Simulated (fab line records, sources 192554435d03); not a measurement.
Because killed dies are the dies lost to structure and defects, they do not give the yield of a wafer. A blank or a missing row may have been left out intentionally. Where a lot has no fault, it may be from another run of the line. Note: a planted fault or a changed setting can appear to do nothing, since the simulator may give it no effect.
fab line records	flow n5-finfet
record lots=10	wafers=29	last-day=19
route steps=1938 shown FIN_SAQP@120 BEOL_M4@1111 PASSIVATION@1936
lots that met no fault: from a run of the same line without faults
start-h: hours from the record's opening day to when the first of the lot's shown wafers began	wait-h: hours since the lot's step before	" identical to the entry in the row above	L1.1+2: a row that stands for several wafers	- no value present, or no start provided	* or withheld: withheld	< > ~ a bound
route shown NAME@n: a module of which the file shows steps, and the number in the route of the first	usual: the fault-free wafers' mean and standard deviation	same: alike in all rows	chamber/n: place in a boat	sites: the reading at each site	_std_site: standard deviation of those values	_edge_site: mean of outer sites minus mean of inner sites	radius-mm: how far each site lies from the wafer's centre	mask NAME#n: copy n	behind: tool/chamber where the wafer was last shaped	hold: why the lot was held/for how many hours/how that ended	device: the transistor (n, p or np) that didn't switch	end of line: tests run on the same wafers once the route is complete	step lacking rows: just its recipe	killed: count of dies lost to structure and defects at first sort (not the wafer's yield)	map: a wafer's dies, marking killed ones x, the rest . and places with no die _
set.NAME: the setting that was run; set.NAME@STEP: the one run at that earlier step	model.NAME: the simulator's own value behind a step, which no gauge read
steps of the route over a sample of lots; a table a step, a row a wafer
services: a tool's chamber out of use, with start hour (start-h, from the record's first day; less than 0 if before it), hours out, and reason
## steps
# step N5_FIN_SAQP_MANDREL_ETCH_22
# recipe target-depth-a=600	chemistry=HBr/Cl2	target=a-Si	stop-on=SiNx	bt-time-s=10	over-etch-frac=0.5	time-s=30	pressure-mtorr=10	icp-w=800	bias-w=75	HBr_flow_sccm=150	Cl2_flow_sccm=80	ends=end-point
# usual drypump-motor-current-A=5.6/0.42	oes-product-au=0.768/0.016	throttle-valve-pct=35.29/0.28
lot.wafer	tool	chamber	start-h	wait-h	drypump-motor-current-A	oes-product-au	rf-hours-counter-h	throttle-valve-pct
L338.3	rie-si-02	0	22.93	0.0	6.2	0.753	3	34.81
L338.5	"	0	"	"	6.2	0.762	-	34.80
L338.6	"	2	"	"	5.5	0.753	-	35.55
L339.2	rie-si-04	3	28.16	0.0	5.0	0.769	112	35.37
L339.3	"	2	"	"	5.4	0.787	105	35.40
L339.5	"	1	"	"	5.2	0.786	-	34.96
L344.5	rie-si-04	3	58.37	0.1	5.0	0.776	-	35.36
L344.6	"	0	"	"	5.8	0.760	-	35.41
L347.1	rie-si-02	1	76.61	0.0	5.7	0.804	1	35.06
L347.2	"	2	"	"	5.5	0.738	62	35.58
L347.3	"	0	"	"	6.2	0.754	4	34.82
L348.1	rie-si-01	1	82.16	0.0	5.0	0.763	2	35.20
L348.5	"	2	"	"	5.7	0.778	-	35.80
L348.6	"	3	"	"	6.4	0.787	-	34.94
L351.2	rie-si-04	0	100.76	0.0	5.8	0.769	2	35.41
L351.5	"	1	"	"	5.2	0.771	-	34.99
L351.6	"	2	"	"	5.4	0.793	-	35.42
L352.3	rie-si-02	1	107.78	0.0	5.7	0.784	2	35.09
L352.5	"	2	"	"	5.5	0.749	-	35.55
L352.6	"	3	"	"	5.4	0.755	-	35.26
L353.1	rie-si-04	3	111.83	0.0	5.0	0.778	114	35.37
L353.3	"	2	"	"	5.4	0.788	107	35.43
L353.6	"	2	"	"	5.4	0.791	-	35.37
L360.1	rie-si-01	2	153.76	0.0	5.7	0.772	96	35.82
L360.3	"	1	"	"	4.9	0.764	4	35.23
L360.4	"	0	"	"	6.2	0.768	141	35.58
L361.1	rie-si-04	0	160.13	0.0	5.9	0.751	3	35.44
L361.3	"	1	"	"	5.2	0.765	131	35.00
L361.6	"	0	"	"	5.9	0.768	-	35.42
# step N5_FIN_SAQP_RECESS_75
# recipe chemistry=HF/NH3	target=SiO2	target-depth-a=144	afs-cycles=3	temp-c=30	sublimation-temp-c=180	sublimation-time-s=60
# usual drypump-motor-current-A=5.8/0.48
lot.wafer	tool	chamber	start-h	wait-h	drypump-motor-current-A
L338.3	vapor-etch-02	0	23.48	0.1	5.5
L338.5	"	1	"	"	6.3
L338.6	"	0	"	"	5.5
L339.2	vapor-etch-01	0	28.60	0.0	5.0
L339.3	"	0	"	"	4.9
L339.5	"	1	"	"	5.9
L344.5	vapor-etch-01	0	60.32	1.6	5.0
L344.6	"	1	"	"	6.0
L347.1	vapor-etch-01	1	77.03	0.0	6.0
L347.2	"	0	"	"	5.0
L347.3	"	0	"	"	4.9
L348.1	vapor-etch-01	0	82.58	0.0	5.0
L348.5	"	0	"	"	5.0
L348.6	"	1	"	"	5.9
L351.2	vapor-etch-02	1	101.18	0.0	6.3
L351.5	"	0	"	"	5.5
L351.6	"	1	"	"	6.3
L352.3	vapor-etch-01	1	108.32	0.1	5.9
L352.5	"	1	"	"	5.9
L352.6	"	0	"	"	5.0
L353.1	vapor-etch-02	1	112.26	0.0	6.3
L353.3	"	0	"	"	5.5
L353.6	"	0	"	"	5.5
L360.1	vapor-etch-02	1	154.18	0.0	6.3
L360.3	"	1	"	"	6.3
L360.4	"	0	"	"	5.5
L361.1	vapor-etch-02	1	160.55	0.0	6.3
L361.3	"	0	"	"	5.5
L361.6	"	0	"	"	5.5
# step N5_FIN_SAQP_SPACER1_ALD_24
# recipe material=SiO2	target-thk-a=203	temp-c=300	ald-precursor-family=BDEAS	ald-co-reactant=O2-plasma	pulse-time-s=1	purge-time-s=2	co-reactant-purge-time-s=2	ald-cycles=218	pressure-torr=2
# usual ald-cycles=218/0	chamber-pressure-Torr=1.999/0.0047	heater-power-w=487/40	precursor-pulse-height-rel=0.997/0.019	pulse-time-s=1/0
lot.wafer	tool	chamber	start-h	wait-h	ald-cycles	chamber-pressure-Torr	heater-power-w	precursor-pulse-height-rel	pulse-time-s
L338.3	ald-sin-02	0	23.77	0.2	218	2.009	441	0.992	1
L338.5	"	3	"	"	218	1.996	517	0.967	1
L338.6	"	2	"	"	218	1.998	545	1.005	1
L339.2	ald-sin-01	0	28.98	0.3	218	1.997	437	0.986	1
L339.3	"	1	"	"	218	1.999	443	0.995	1
L339.5	"	1	"	"	218	2.005	445	0.996	1
L344.5	ald-sin-02	2	60.81	0.4	218	2.006	545	0.983	1
L344.6	"	3	"	"	218	2.000	505	1.040	1
L347.1	ald-sin-02	2	78.63	1.5	218	2.009	535	1.024	1
L347.2	"	1	"	"	218	2.004	523	0.992	1
L347.3	"	3	"	"	218	2.007	521	0.981	1
L348.1	ald-sin-01	0	82.97	0.3	218	2.008	453	0.985	1
L348.5	"	0	"	"	218	1.993	441	0.986	1
L348.6	"	2	"	"	218	1.990	450	1.000	1
L351.2	ald-sin-01	0	101.56	0.3	-	-	-	-	-
L351.5	"	2	"	"	-	-	-	-	-
L351.6	"	3	"	"	-	-	-	-	-
L352.3	ald-sin-02	2	108.62	0.2	-	-	-	-	-
L352.5	"	3	"	"	-	-	-	-	-
L352.6	"	2	"	"	-	-	-	-	-
L353.1	ald-sin-02	1	112.65	0.3	-	-	-	-	-
L353.3	"	3	"	"	-	-	-	-	-
L353.6	"	0	"	"	-	-	-	-	-
L360.1	ald-sin-02	1	154.57	0.3	218	1.992	517	0.958	1
L360.3	"	0	"	"	218	1.999	444	1.010	1
L360.4	"	3	"	"	218	2.007	516	0.993	1
L361.1	ald-sin-02	0	160.93	0.3	218	2.003	430	1.007	1
L361.3	"	3	"	"	218	1.989	522	1.022	1
L361.6	"	0	"	"	218	2.005	450	1.004	1
# step N5_FIN_SAQP_CD_MEAS_27
# recipe target-cd-nm=20	landing-energy-ev=1000	detector=se-inlens	polarity=line
# usual cd-nm=20.33/0.23
lot.wafer	tool	chamber	start-h	wait-h	cd-nm
L338.3	cd-sem-02	0	24.69	0.1	20.27
L338.5	"	0	"	"	20.16
L338.6	"	0	"	"	20.48
L339.2	cd-sem-01	0	29.90	0.1	20.30
L339.3	"	0	"	"	20.79
L339.5	"	0	"	"	20.23
L344.5	cd-sem-01	0	61.40	0.0	20.74
L344.6	"	0	"	"	19.80
L347.1	cd-sem-01	0	79.58	0.1	20.11
L347.2	"	0	"	"	20.03
L347.3	"	0	"	"	19.89
L348.1	cd-sem-03	0	83.88	0.1	20.33
L348.5	"	0	"	"	20.02
L348.6	"	0	"	"	20.07
L351.2	cd-sem-02	0	102.48	0.1	-
L351.5	"	0	"	"	-
L351.6	"	0	"	"	-
L352.3	cd-sem-02	0	109.62	0.1	-
L352.5	"	0	"	"	-
L352.6	"	0	"	"	-
L353.1	cd-sem-03	0	113.56	0.1	-
L353.3	"	0	"	"	-
L353.6	"	0	"	"	-
L360.1	cd-sem-02	0	155.57	0.1	19.99
L360.3	"	0	"	"	20.35
L360.4	"	0	"	"	19.89
L361.1	cd-sem-01	0	161.85	0.1	20.54
L361.3	"	0	"	"	20.28
L361.6	"	0	"	"	20.55
# step N5_FIN_SAQP_RECESS_63
# recipe chemistry=HF/NH3	target=SiO2	target-depth-a=180	afs-cycles=3	temp-c=30	sublimation-temp-c=180	sublimation-time-s=60
# usual drypump-motor-current-A=5.8/0.48
lot.wafer	tool	chamber	start-h	wait-h	drypump-motor-current-A
L338.3	vapor-etch-02	0	25.07	0.2	5.5
L338.5	"	1	"	"	6.3
L338.6	"	0	"	"	5.5
L339.2	vapor-etch-02	1	30.17	0.1	6.3
L339.3	"	1	"	"	6.3
L339.5	"	0	"	"	5.5
L344.5	vapor-etch-02	1	61.89	0.3	6.3
L344.6	"	0	"	"	5.5
L347.1	vapor-etch-02	0	79.85	0.1	5.5
L347.2	"	1	"	"	6.3
L347.3	"	0	"	"	5.5
L348.1	vapor-etch-02	1	84.15	0.1	6.3
L348.5	"	0	"	"	5.5
L348.6	"	1	"	"	6.2
L351.2	vapor-etch-02	1	102.74	0.1	6.3
L351.5	"	1	"	"	6.3
L351.6	"	0	"	"	5.5
L352.3	vapor-etch-01	1	110.00	0.2	6.0
L352.5	"	1	"	"	6.0
L352.6	"	0	"	"	5.0
L353.1	vapor-etch-02	0	113.83	0.1	5.5
L353.3	"	1	"	"	6.3
L353.6	"	1	"	"	6.3
L360.1	vapor-etch-02	0	155.84	0.1	5.5
L360.3	"	0	"	"	5.5
L360.4	"	1	"	"	6.3
L361.1	vapor-etch-02	0	162.12	0.1	5.5
L361.3	"	0	"	"	5.5
L361.6	"	1	"	"	6.3
# step N5_BEOL_M4_RC_MEAS_101
# usual DIBL_N=36.0/1.6	DIBL_P=35.8/2	IOFF_N=0.152/0.03	IOFF_P=0.20/0.031	ION_N=670/12	ION_P=459/7.4	SS_N=71.5/0.56	SS_P=73.2/0.64	VT_N=251/3.5	VT_P=-252/3.3
lot.wafer	tool	chamber	start-h	wait-h	DIBL_N[mV/V]	DIBL_P[mV/V]	IOFF_N[nA/um]	IOFF_P[nA/um]	ION_N[uA/um]	ION_P[uA/um]	SS_N[mV/dec]	SS_P[mV/dec]	VT_N[mV]	VT_P[mV]
L338.3	prober-02	0	200.04	0.3	36.5	36.9	0.170	0.23	681	467	72.2	73.9	246	-247
L338.5	"	0	"	"	36.4	36.1	0.159	0.22	664	457	72.2	73.9	251	-246
L338.6	"	0	"	"	35.1	35.6	0.143	0.22	675	469	72.0	73.2	252	-246
L339.2	prober-02	0	203.82	0.2	36.7	35.8	0.154	0.20	674	462	72.0	73.0	251	-253
L339.3	"	0	"	"	36.7	35.5	0.141	0.19	657	454	71.0	73.0	254	-254
L339.5	"	0	"	"	33.5	31.3	0.101	0.15	650	450	71.0	72.1	255	-256
L344.5	prober-02	0	239.46	0.6	36.8	37.0	0.170	0.20	665	449	71.2	73.4	247	-253
L344.6	"	0	"	"	34.7	35.1	0.134	0.18	667	457	71.4	73.4	253	-252
L347.1	prober-01	0	247.01	0.0	33.3	33.0	0.110	0.16	659	457	71.8	72.7	253	-254
L347.2	"	0	"	"	34.2	35.2	0.129	0.19	661	457	71.1	73.3	252	-252
L347.3	"	0	"	"	36.2	38.0	0.170	0.23	678	463	71.6	73.7	249	-247
L348.1	prober-02	0	252.74	0.0	35.8	35.9	0.134	0.17	677	452	71.8	72.7	252	-258
L348.5	"	0	"	"	35.1	35.9	0.132	0.18	669	467	71.2	72.4	252	-256
L348.6	"	0	"	"	36.3	36.2	0.141	0.17	662	451	71.6	73.2	253	-258
L360.1	prober-01	0	342.77	0.0	35.3	36.1	0.156	0.23	681	467	71.0	73.7	248	-249
L360.3	"	0	"	"	35.7	36.1	0.171	0.22	677	468	71.2	74.0	249	-250
L360.4	"	0	"	"	37.0	37.1	0.177	0.23	676	465	71.9	74.4	251	-250
L361.1	prober-02	0	347.34	0.0	34.3	34.4	0.129	0.17	655	454	70.4	72.7	250	-253
L361.3	"	0	"	"	31.8	30.1	0.087	0.11	632	435	71.7	71.6	259	-261
L361.6	"	0	"	"	33.2	32.1	0.113	0.14	658	449	71.2	72.2	255	-258
# step N5_PASSIVATION_PROBE_49
# usual defect-limited-yield=91.6/1.4	killed_at_M0_to_M3=33/10	killed_at_M4_up=13/5.3	killed-at-contacts=13/5.9	killed-at-front-end=36/12	killed-at-other=4/3.1	killed-dies=99/16	killed-on-rim=13/4.2	killed-open=65/13	killed-short=32/7.3	sort_bin_5_function=4.9/0.9	sort_bin_6_memory=3.1/0.66	sort_bin_8_speed=0.0/0.42	sort-n-pass=1081/17	sort-yield-pct=91.6/1.4
# same gross-dies=1180	killed-at-back-side=0	sort_bin_4_leakage[%]=0
lot.wafer	tool	chamber	start-h	wait-h	defect-limited-yield[%]	killed_at_M0_to_M3	killed_at_M4_up	killed-at-contacts	killed-at-front-end	killed-at-other	killed-dies	killed-on-rim	killed-open	killed-short	sort_bin_5_function[%]	sort_bin_6_memory[%]	sort_bin_8_speed[%]	sort-n-pass	sort-yield-pct[%]
L338.3	prober-01	-	306.14	0.1	92.6	44	1	10	30	2	87	6	54	32	4.7	2.5	0	1093	92.6
L338.5	prober-01	-	306.24	0.2	91.9	47	10	7	32	0	96	15	54	39	4.6	3.1	0	1084	91.9
L338.6	prober-01	-	306.29	0.3	92.3	37	11	9	32	2	91	10	52	37	4.5	2.8	0	1089	92.3
L344.5	prober-02	-	335.36	0.2	91.5	32	10	19	37	2	100	10	73	27	5.2	2.7	0	1080	91.5
L344.6	prober-02	-	335.41	0.3	92.5	30	8	15	33	3	89	12	65	22	4.1	3.3	0	1091	92.5
L347.1	prober-01	-	350.02	0.0	92.7	23	13	11	38	1	86	14	49	32	4.2	2.8	0	1094	92.7
L348.1	prober-02	-	353.36	0.0	92.1	19	22	5	41	6	93	9	58	27	4.7	2.8	0	1087	92.1
L348.5	prober-02	-	353.56	0.2	91.9	31	27	3	28	6	95	10	62	33	4.5	3.3	0	1085	91.9
L348.6	prober-02	-	353.61	0.3	89.9	50	8	12	40	9	119	26	80	37	5.8	3.6	0	1061	89.9
L351.2	prober-02	-	365.97	0.1	0	8	4	3	1164	1	1180	152	17	4	74.2	2.5	0	0	0
L351.5	prober-02	-	366.12	0.2	0	3	4	1	1172	0	1180	152	8	4	72.9	3.3	0	0	0
L351.6	prober-02	-	366.17	0.3	0	5	3	1	1171	0	1180	152	10	2	73.5	3.1	0	0	0
L353.1	prober-02	-	391.37	0.0	0	11	1	1	1166	1	1180	152	13	4	73.5	2.4	0	0	0
L353.3	prober-02	-	391.47	0.1	0	11	1	4	1161	3	1180	152	15	9	73.2	3.4	0	0	0
L353.6	prober-02	-	391.62	0.3	0	3	2	2	1173	0	1180	152	10	1	73.4	2.5	0	0	0
L352.3	prober-01	-	398.02	0.1	0	2	1	0	1177	0	1180	152	4	3	73.2	2.7	0	0	0
L352.5	prober-01	-	398.12	0.2	0	6	3	3	1168	0	1180	152	8	11	74.3	2.8	0	0	0
L352.6	prober-01	-	398.17	0.3	0	4	2	5	1168	1	1180	152	12	6	70.8	2.8	0	0	0
L360.1	prober-01	-	459.06	0.0	92.5	30	13	14	23	8	88	13	55	33	3.8	3.6	0	1092	92.5
L360.3	prober-01	-	459.16	0.1	92.3	31	5	16	27	12	91	8	69	22	4.1	3.4	0	1089	92.3
L360.4	prober-01	-	459.21	0.2	91.5	36	9	20	28	7	100	19	63	36	4.8	3.4	0	1080	91.5
# killed by level:class
L338.3 BEOL_M0_SAQP:geometric-particle:short=14 BEOL_M0_SAQP:geometric-particle:open=11 MOL_CONTACT_COAG:geometric-particle:open=7 FIN_SAQP:geometric-particle:short=6 STARTING-WAFER:geometric-particle:open=5 STI_FIN_REVEAL:geometric-particle:open=5 BEOL_M0:geometric-particle:open=5 BEOL_M1:geometric-particle:open=5
L338.5 BEOL_M0_SAQP:geometric-particle:short=14 BEOL_M2:geometric-particle:open=11 BEOL_M0_SAQP:geometric-particle:open=10 FIN_SAQP:geometric-particle:short=7 STI_FIN_REVEAL:geometric-particle:open=6 BEOL_M1:geometric-particle:short=5 FIN_SAQP:geometric-particle:open=4 BEOL_M1:geometric-particle:open=4
L338.6 FIN_SAQP:geometric-particle:short=8 BEOL_M0_SAQP:geometric-particle:short=8 MOL_CONTACT_COAG:geometric-particle:open=7 STI_FIN_REVEAL:geometric-particle:open=5 GATE_CUT:geometric-particle:short=5 BEOL_M0:geometric-particle:open=5 BEOL_M1:geometric-particle:open=5 BEOL_M3:geometric-particle:open=5
L344.5 MOL_CONTACT_COAG:geometric-particle:open=15 BEOL_M0_SAQP:geometric-particle:open=9 BEOL_M2:geometric-particle:open=8 STI_FIN_REVEAL:geometric-particle:open=7 FIN_SAQP:geometric-particle:open=6 BEOL_M0_SAQP:geometric-particle:short=6 DUMMY_GATE:geometric-particle:open=5 FIN_SAQP:geometric-particle:short=4
L344.6 MOL_CONTACT_COAG:geometric-particle:open=12 BEOL_M2:geometric-particle:open=10 BEOL_M1:geometric-particle:open=8 STI_FIN_REVEAL:geometric-particle:open=7 FIN_SAQP:geometric-particle:open=6 GATE_CUT:geometric-particle:short=4 BEOL_M0_SAQP:geometric-particle:open=4 BEOL_M5:geometric-particle:open=4
L347.1 FIN_SAQP:geometric-particle:short=11 MOL_CONTACT_COAG:geometric-particle:open=8 STI_FIN_REVEAL:geometric-particle:open=7 BEOL_M0_SAQP:geometric-particle:open=7 BEOL_M0_SAQP:geometric-particle:short=7 BEOL_M2:geometric-particle:open=4 BEOL_M4:geometric-particle:open=4 FIN_SAQP:geometric-particle:open=3
L348.1 DUMMY_GATE:geometric-particle:open=7 FIN_SAQP:geometric-particle:open=5 STI_FIN_REVEAL:geometric-particle:open=5 BEOL_M4:geometric-particle:open=5 HKMG_FIN:area-etch=5 MOL_CONTACT_COAG:geometric-particle:open=4 BEOL_M1:geometric-particle:open=4 BEOL_M6:geometric-particle:open=4
L348.5 BEOL_M4:geometric-particle:open=14 BEOL_M0_SAQP:geometric-particle:open=8 STI_FIN_REVEAL:geometric-particle:open=6 BEOL_M0_SAQP:geometric-particle:short=6 BEOL_M4:geometric-particle:short=5 BEOL_M1:geometric-particle:open=5 BEOL_M3:geometric-particle:open=4 STARTING-WAFER:geometric-particle:open=4
L348.6 BEOL_M0_SAQP:geometric-particle:short=12 STI_FIN_REVEAL:geometric-particle:open=11 MOL_CONTACT_COAG:geometric-particle:open=10 BEOL_M2:geometric-particle:open=9 BEOL_M3:geometric-particle:open=8 BEOL_M0_SAQP:geometric-particle:open=7 BEOL_M1:geometric-particle:open=7 DUMMY_GATE:geometric-particle:open=5
L351.2 FIN_SAQP:lost-pattern=1152 FIN_SAQP:area-ald=7 BEOL_M0_SAQP:geometric-particle:open=4 MOL_CONTACT_COAG:geometric-particle:open=3 GATE_CUT:geometric-particle:open=2 BEOL_M4:geometric-particle:open=2 DUMMY_GATE:geometric-particle:open=1 GATE_CUT:geometric-particle:short=1
L351.5 FIN_SAQP:lost-pattern=1163 FIN_SAQP:area-ald=5 BEOL_M4:geometric-particle:open=3 BEOL_M0_SAQP:geometric-particle:short=2 STI_FIN_REVEAL:geometric-particle:open=1 DUMMY_GATE:geometric-particle:open=1 GATE_CUT:geometric-particle:short=1 MOL_CONTACT_COAG:geometric-particle:open=1
L351.6 FIN_SAQP:lost-pattern=1162 FIN_SAQP:area-ald=6 BEOL_M0_SAQP:geometric-particle:open=3 STI_FIN_REVEAL:geometric-particle:open=1 DUMMY_GATE:geometric-particle:open=1 DUMMY_GATE:geometric-particle:short=1 MOL_CONTACT_COAG:geometric-particle:open=1 BEOL_M3:geometric-particle:short=1
L353.1 FIN_SAQP:lost-pattern=1157 FIN_SAQP:area-ald=6 BEOL_M3:geometric-particle:open=4 BEOL_M0_SAQP:geometric-particle:short=2 BEOL_M0_SAQP:geometric-particle:open=2 BEOL_M1:geometric-particle:open=2 BEOL_M2:geometric-particle:open=1 STI_FIN_REVEAL:geometric-particle:open=1
L353.3 FIN_SAQP:lost-pattern=1151 FIN_SAQP:area-ald=5 MOL_CONTACT_COAG:geometric-particle:open=3 BEOL_M0_SAQP:geometric-particle:open=3 FIN_CUT:geometric-particle:open=2 BEOL_M0_SAQP:geometric-particle:short=2 BEOL_M3:geometric-particle:open=2 MIM_TOP_ETCH:geometric-particle:short=2
L353.6 FIN_SAQP:lost-pattern=1164 FIN_SAQP:area-ald=5 STI_FIN_REVEAL:geometric-particle:open=3 MOL_CONTACT_COAG:geometric-particle:open=2 BEOL_M0_SAQP:geometric-particle:short=1 BEOL_M0_SAQP:geometric-particle:open=1 BEOL_M3:geometric-particle:open=1 BEOL_M5:geometric-particle:open=1
L352.3 FIN_SAQP:lost-pattern=1170 FIN_SAQP:area-ald=3 GATE_CUT:geometric-particle:short=2 STI_FIN_REVEAL:geometric-particle:open=1 ILD0:geometric-particle:open=1 BEOL_M0_SAQP:geometric-particle:short=1 BEOL_M0_SAQP:geometric-particle:open=1 BEOL_M4:geometric-particle:open=1
L352.5 FIN_SAQP:lost-pattern=1158 STI_FIN_REVEAL:geometric-particle:open=3 FIN_SAQP:area-ald=3 MOL_CONTACT_COAG:geometric-particle:short=2 BEOL_M0_SAQP:geometric-particle:open=2 BEOL_M0_SAQP:geometric-particle:short=2 BEOL_M4:geometric-particle:short=2 SD_EPI_N:geometric-particle:short=1
L352.6 FIN_SAQP:lost-pattern=1159 MOL_CONTACT_COAG:geometric-particle:open=5 FIN_SAQP:geometric-particle:short=3 BEOL_M1:geometric-particle:open=3 FIN_SAQP:area-ald=3 FIN_SAQP:geometric-particle:open=1 SDB:geometric-particle:open=1 BEOL_M0_SAQP:geometric-particle:short=1
L360.1 MOL_CONTACT_COAG:geometric-particle:open=12 BEOL_M0_SAQP:geometric-particle:short=7 BEOL_M4:geometric-particle:open=6 BEOL_M0_SAQP:geometric-particle:open=4 BEOL_M2:geometric-particle:short=4 BEOL_M3:geometric-particle:open=4 FIN_SAQP:geometric-particle:open=3 GATE_CUT:geometric-particle:short=3
L360.3 MOL_CONTACT_COAG:geometric-particle:open=15 FIN_SAQP:geometric-particle:open=9 BEOL_M0_SAQP:geometric-particle:open=8 STI_FIN_REVEAL:geometric-particle:open=7 BEOL_M1:geometric-particle:open=6 BEOL_M2:geometric-particle:open=5 FIN_SAQP:geometric-particle:short=4 BEOL_M0_SAQP:geometric-particle:short=4
L360.4 BEOL_M3:geometric-particle:open=17 MOL_CONTACT_COAG:geometric-particle:open=16 FIN_SAQP:geometric-particle:short=6 BEOL_M3:geometric-particle:short=5 BEOL_M2:geometric-particle:open=5 MOL_CONTACT_COAG:geometric-particle:short=4 BEOL_M0_SAQP:geometric-particle:open=4 STI_FIN_REVEAL:geometric-particle:short=3
## services
tool	chamber	start-h	hours	kind
rie-si-01	3	-0.36	3.6	repair
ald-sin-01	0	7.96	-	clean
ald-sin-01	1	7.96	-	clean
ald-sin-01	2	7.96	-	clean
ald-sin-01	3	7.96	-	clean
rie-si-02	1	9.87	-	clean
ald-sin-01	3	37.52	8.8	repair
vapor-etch-01	-	51.00	0.1	repair
ald-sin-01	-	54.47	0.6	repair
ald-sin-01	-	67.08	14.6	pm
rie-si-02	3	67.58	13.5	repair
ald-sin-01	1	82.93	7.7	repair
rie-si-02	-	88.26	0.2	repair
ald-sin-01	3	91.63	6.6	repair
vapor-etch-01	-	100.16	4.0	pm
ald-sin-02	-	106.72	1.6	repair
rie-si-02	2	108.47	4.5	repair
rie-si-04	0	109.72	2.6	repair
rie-si-04	1	124.00	9.2	repair
rie-si-04	2	126.55	4.9	repair
rie-si-04	-	137.41	2.8	pm
rie-si-02	-	147.81	6.2	repair
rie-si-04	3	149.84	37.9	repair
rie-si-04	2	162.24	7.5	repair
## key
first-sign step=N5_FIN_SAQP_SPACER1_ALD_24	reading=tool-record	direction=missing
effect step=N5_FIN_SAQP_CD_MEAS_27	reading=cd-nm	direction=missing
effect step=N5_PASSIVATION_PROBE_49	reading=killed-at-front-end	direction=up	sigmas=96	usual=36	struck=1169
met-at N5_FIN_SAQP_SPACER1_ALD_24
struck-lots L351,L352,L353
later-rows-left-out L351.2,L351.5,L351.6,L352.3,L352.5,L352.6,L353.1,L353.3,L353.6
not-acting-at N5_FIN_SAQP_MANDREL_ETCH_22,N5_FIN_SAQP_RECESS_75,N5_FIN_SAQP_RECESS_63
onset-between 82.97 101.56
fault kind=skipped-step-whole	tool=ald-sin-01,ald-sin-02	chamber=-	onset-h=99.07	steps=N5_FIN_SAQP_SPACER1_ALD_24	scope=struck-lots-only
# later-rows-left-out: the simulator's readings of these wafers behind a module that went badly wrong aren't trusted and aren't shown, but for the sort
